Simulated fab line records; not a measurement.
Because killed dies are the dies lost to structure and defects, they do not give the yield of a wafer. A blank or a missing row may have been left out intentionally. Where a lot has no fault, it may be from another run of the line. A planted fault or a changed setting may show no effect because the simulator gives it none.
Matching of chambers    flow nand_harc    NHARC_A_M0_DEP_32 on pecvd-02 has 3 sister chambers
The step deposits SiCN, target thk 30 nm. 22 wafers are shown with their chamber, then 11 later ones without.

## WAFERS PAIRED WITH THEIR CHAMBERS
wafer   chamber  heater_power_w (W)
L074.2  0        539
L074.3  2        566
L074.4  0        547
L076.1  0        630
L076.5  2        572
L076.6  1        468
L078.2  2        501
L078.4  1        505
L078.5  2        509
L082.1  2        582
L082.4  2        580
L082.5  0        660
L083.1  0        560
L083.2  1        496
L083.6  1        495
L086.1  1        498
L086.2  0        636
L086.5  0        648
L089.1  2        569
L089.2  1        466
L089.3  0        612
L092.1  1        431

SIGNATURES, as means of the wafers listed above
reading         chamber 0  chamber 1  chamber 2  scatter within a chamber
heater_power_w  604.00     479.86     554.14     38
Rule: for each reading, subtract the chamber's mean from the wafer's reading, divide by that reading's scatter and square the result; add these up over the readings and take the root, which gives the wafer's distance from the chamber. If the next closest chamber is less than 2 further off than the closest, the wafer can't be placed; otherwise it belongs to the closest. The scatter: take each reading less its chamber's mean, square it, sum over the shown wafers, divide by the number of wafers less the number of chambers, and take the root.

## WAFERS MISSING THEIR CHAMBER
wafer   heater_power_w (W)
L092.2  500
L092.4  510
L094.1  587
L094.4  470
L094.5  558
L095.1  462
L095.3  480
L095.4  684
L097.1  486
L097.5  685
L097.6  591

## THE CHAMBER EACH PASSED THROUGH
wafer   from the rows above           in truth
L092.2  can't be placed: 1 or 2       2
L092.4  can't be placed: 1 or 2 or 0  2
L094.1  can't be placed: 0 or 2       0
L094.4  can't be placed: 1 or 2       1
L094.5  can't be placed: 2 or 0 or 1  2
L095.1  can't be placed: 1 or 2       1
L095.3  can't be placed: 1 or 2       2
L095.4  can't be placed: 0 or 2       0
L097.1  can't be placed: 1 or 2       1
L097.5  can't be placed: 0 or 2       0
L097.6  can't be placed: 0 or 2       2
Correct placement for 0 of the 11. Not placeable from these rows: 11 (in 11, the candidates include the true chamber). Number placed wrongly: 0.
